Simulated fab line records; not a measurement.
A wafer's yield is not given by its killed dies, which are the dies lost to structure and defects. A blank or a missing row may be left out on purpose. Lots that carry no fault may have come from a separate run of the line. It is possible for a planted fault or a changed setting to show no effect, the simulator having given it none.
Which tool did it?	flow n5-finfet	12 lots with 36 wafers sampled at 4 steps, on a route of 1938 steps

## WHAT THE GAUGES SHOWED, per wafer
No reading from a measuring or inspecting step in the record can be judged against a usual standard deviation.

## EACH LOT AND THE TOOL THAT RAN IT (in order: tool; ch and the chambers of the sampled wafers; start)
lot	N5_MOL_CONTACT_COAG_WET_ETCH_26	N5_PASSIVATION_PECVD_35	N5_PASSIVATION_PASS_ETCH_47	N5_PASSIVATION_PROBE_49
L377	wet-bench-06 ch 0,3,7, day 5 10:24	pecvd-02 ch 1,2, day 13 16:37	rie-diel-02 ch 1,3, day 13 17:11	prober-01, day 13 21:14
L379	wet-bench-05 ch 0,2,4, day 5 21:41	pecvd-02 ch 0,1,2, day 14 18:13	rie-diel-02 ch 0,1,2, day 14 18:54	prober-01, day 14 21:58
L380	wet-bench-06 ch 0,3,6, day 6 05:10	pecvd-02 ch 0,1,2, day 14 17:23	rie-diel-02 ch 1,2, day 14 18:02	prober-02, day 14 21:04
L382	wet-bench-05 ch 3,6,7, day 6 17:51	pecvd-04 ch 0,1,2, day 15 07:00	rie-diel-03 ch 0,3, day 15 07:48	prober-02, day 15 10:49
L385	wet-bench-05 ch 0,1,5, day 7 17:26	pecvd-02 ch 0,1, day 16 18:04	rie-diel-03 ch 1,2,3, day 16 18:56	prober-02, day 16 21:56
L386	wet-bench-04 ch 3,5,6, day 7 20:50	pecvd-01 ch 0,1, day 16 16:21	rie-diel-02 ch 0,2,3, day 16 16:54	prober-01, day 16 20:01
L387	wet-bench-05 ch 0,3,5, day 8 00:46	pecvd-01 ch 0,1,2, day 17 03:00	rie-diel-05 ch 0,2,3, day 17 03:33	prober-01, day 17 06:34
L390	wet-bench-04 ch 3,6,7, day 8 17:19	pecvd-02 ch 1,2, day 18 01:59	rie-diel-05 ch 0,2,3, day 18 02:32	prober-02, day 18 05:33
L391	wet-bench-04 ch 0,1,7, day 8 22:59	pecvd-02 ch 0,1, day 17 21:49	rie-diel-02 ch 0,2,3, day 17 22:27	prober-01, day 18 01:30
L392	wet-bench-04 ch 2,4,6, day 9 07:11	pecvd-02 ch 0,1,2, day 18 07:57	rie-diel-05 ch 0,1,3, day 18 08:35	prober-01, day 18 11:44
L394	wet-bench-06 ch 1,6,7, day 9 19:06	pecvd-01 ch 0,1,2, day 18 14:44	rie-diel-03 ch 0,1,2, day 18 15:17	prober-02, day 18 18:21
L397	wet-bench-06 ch 0,1,2, day 10 11:27	pecvd-01 ch 0,1,2, day 19 16:31	rie-diel-02 ch 2,3, day 19 17:04	prober-02, day 19 20:08
- N5_MOL_CONTACT_COAG_WET_ETCH_26: target Co, target depth 13 nm.
- N5_PASSIVATION_PECVD_35: deposits SiNx from SiH4/NH3/N2, target thk 700 nm, time 151.3 s.
- N5_PASSIVATION_PASS_ETCH_47: etches SiNx in CF4/O2, target depth 770 nm, time 385 s.
- N5_PASSIVATION_PROBE_49

## WHAT THE TOOLS THEMSELVES READ (means of the sampled wafers that have a number; where no wafer has one, the mark that the record gives instead)
N5_PASSIVATION_PECVD_35. Usual: heater-power-w 351 W, standard deviation 99; rf-fwd-power-W 1400 W, standard deviation 4.9; showerhead-plenum-p-Torr 8.65 Torr, standard deviation 0.064; throttle-valve-pct 28.7 %, standard deviation 0.87.
lot	tool	heater-power-w (W)	rf-fwd-power-W (W)	showerhead-plenum-p-Torr (Torr)	throttle-valve-pct (%)	flag
L377	pecvd-02	405	1396	8.69	28.2	
L379	pecvd-02	355	1400	8.63	28.4	
L380	pecvd-02	330	1398	8.64	28.1	
L382	pecvd-04	410	1403	8.65	29.1	
L385	pecvd-02	247	1404	8.62	28.4	
L386	pecvd-01	309	1398	8.71	28.4	
L387	pecvd-01	382	1395	8.68	29.4	
L390	pecvd-02	451	1402	8.68	28.5	
L391	pecvd-02	250	1399	8.61	28.4	
L392	pecvd-02	324	1397	8.63	28.2	
L394	pecvd-01	356	1396	8.67	29.1	
L397	pecvd-01	383	1398	8.67	29.3	

N5_PASSIVATION_PASS_ETCH_47. Usual: drypump-motor-current-A 5.7 A, standard deviation 0.4; oes-product-au 0.82 a.u., standard deviation 0.073; rf-fwd-power-W 534.2 W, standard deviation 1.5; rf-vpp-V 244 V, standard deviation 7.5; showerhead-plenum-p-Torr 2.23 Torr, standard deviation 0.062; throttle-valve-pct 15.84 %, standard deviation 0.17.
lot	tool	drypump-motor-current-A (A)	oes-product-au (a.u.)	rf-fwd-power-W (W)	rf-vpp-V (V)	showerhead-plenum-p-Torr (Torr)	throttle-valve-pct (%)	flag
L377	rie-diel-02	5.6	0.73	534.8	244	2.13	15.99	
L379	rie-diel-02	5.7	0.79	533.7	239	2.26	15.74	
L380	rie-diel-02	5.4	0.78	535.3	238	2.24	15.73	
L382	rie-diel-03	5.8	0.78	534.5	251	2.22	16.05	
L385	rie-diel-03	5.5	0.83	535.3	244	2.24	15.88	
L386	rie-diel-02	5.8	0.82	533.1	241	2.29	15.78	
L387	rie-diel-05	5.9	0.88	535.5	244	2.21	15.80	
L390	rie-diel-05	5.9	0.87	532.5	243	2.21	15.81	
L391	rie-diel-02	5.8	0.81	533.6	242	2.28	15.80	
L392	rie-diel-05	5.6	0.87	534.3	245	2.20	15.76	
L394	rie-diel-03	5.4	0.85	534.6	248	2.21	15.80	
L397	rie-diel-02	5.6	0.78	534.3	239	2.27	15.87	

N5_PASSIVATION_PROBE_49. Usual: defect-limited-yield 91.0 %, standard deviation 1.4; killed_at_M0_to_M3 34, standard deviation 10; killed_at_M4_up 15, standard deviation 5.5; killed-at-contacts 12, standard deviation 6.1; killed-at-front-end 41, standard deviation 12; killed-at-other 4, standard deviation 3.4; killed-dies 106, standard deviation 17; killed-on-rim 14, standard deviation 4; killed-open 70, standard deviation 13; killed-short 34, standard deviation 7.4; sort_bin_4_leakage 0.01 %, standard deviation 0.065; sort_bin_5_function 5.3 %, standard deviation 1; sort_bin_6_memory 3.4 %, standard deviation 0.69; sort_bin_8_speed 0.03 %, standard deviation 0.22; sort-n-pass 1073, standard deviation 17; sort-yield-pct 91.0 %, standard deviation 1.4.
lot	tool	defect-limited-yield (%)	killed_at_M0_to_M3	killed_at_M4_up	killed-at-contacts	killed-at-front-end	killed-at-other	killed-dies	killed-on-rim	killed-open	killed-short	sort_bin_4_leakage (%)	sort_bin_5_function (%)	sort_bin_6_memory (%)	sort_bin_8_speed (%)	sort-n-pass	sort-yield-pct (%)	flag
L377	prober-01	91.2	38	17	11	37	1	103	16	72	27	0.00	4.7	3.8	0.00	1077	91.2	
L379	prober-01	90.2	28	20	12	52	4	116	12	76	40	0.00	5.5	4.0	0.00	1064	90.2	
L380	prober-02	91.0	37	13	15	37	5	106	13	71	32	0.00	5.7	3.1	0.00	1074	91.0	
L382	prober-02	90.5	32	13	18	44	6	112	13	72	39	0.00	5.6	3.5	0.00	1068	90.5	
L385	prober-02	87.0	30	19	53	50	2	154	22	69	31	0.00	7.6	3.3	0.00	1026	87.0	OFF
L386	prober-01	91.0	42	12	8	39	5	107	14	67	39	0.00	5.4	3.5	0.00	1073	91.0	
L387	prober-01	87.8	29	16	60	36	3	144	18	60	36	0.00	7.2	3.1	0.00	1036	87.8	OFF
L390	prober-02	91.2	38	10	8	42	5	104	16	67	34	0.00	4.9	3.4	0.06	1076	91.1	
L391	prober-01	90.4	30	19	22	34	8	113	14	71	38	0.00	5.4	3.7	0.00	1067	90.4	
L392	prober-01	90.8	32	11	12	45	8	108	20	68	39	0.00	6.0	2.8	0.00	1072	90.8	
L394	prober-02	89.4	29	19	12	60	5	125	17	90	32	0.00	6.3	4.0	0.00	1055	89.4	
L397	prober-02	91.1	36	19	11	35	3	105	14	70	31	0.03	5.1	3.3	0.54	1069	90.6	

## THE ANSWER, worked out from the rows above alone
Rule: a lot is off if the mean of its wafers that have a number lies more than 3 standard deviations from the usual mean. A lot without any number at a reading at which 4 lots or more have one is off too. All remaining lots with rows at the step are treated as sound. Order of review: gauges by route order, followed by the tools' own readings, for which a lot's mean as printed above is used. The first step at which some lot is off is used, and at that step the reading that is off furthest; a lot without a number counts as furthest.
Off at N5_PASSIVATION_PROBE_49 (killed-at-contacts): L385, L387.
If a tool, at that step or one of the process steps before it, ran each lot that is off and ran no sound lot following the first of them, it fits. One fits: wet-bench-05 at N5_MOL_CONTACT_COAG_WET_ETCH_26. Its last sound lot is L382 (day 6 17:51), its first lot that is off L385 (day 7 17:26): a fault that began between those two fits.

## WHAT HAD BEEN PUT IN BY THE SIMULATOR
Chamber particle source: wet-bench-05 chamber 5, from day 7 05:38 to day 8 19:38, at N5_MOL_CONTACT_COAG_WET_ETCH_26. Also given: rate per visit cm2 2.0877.
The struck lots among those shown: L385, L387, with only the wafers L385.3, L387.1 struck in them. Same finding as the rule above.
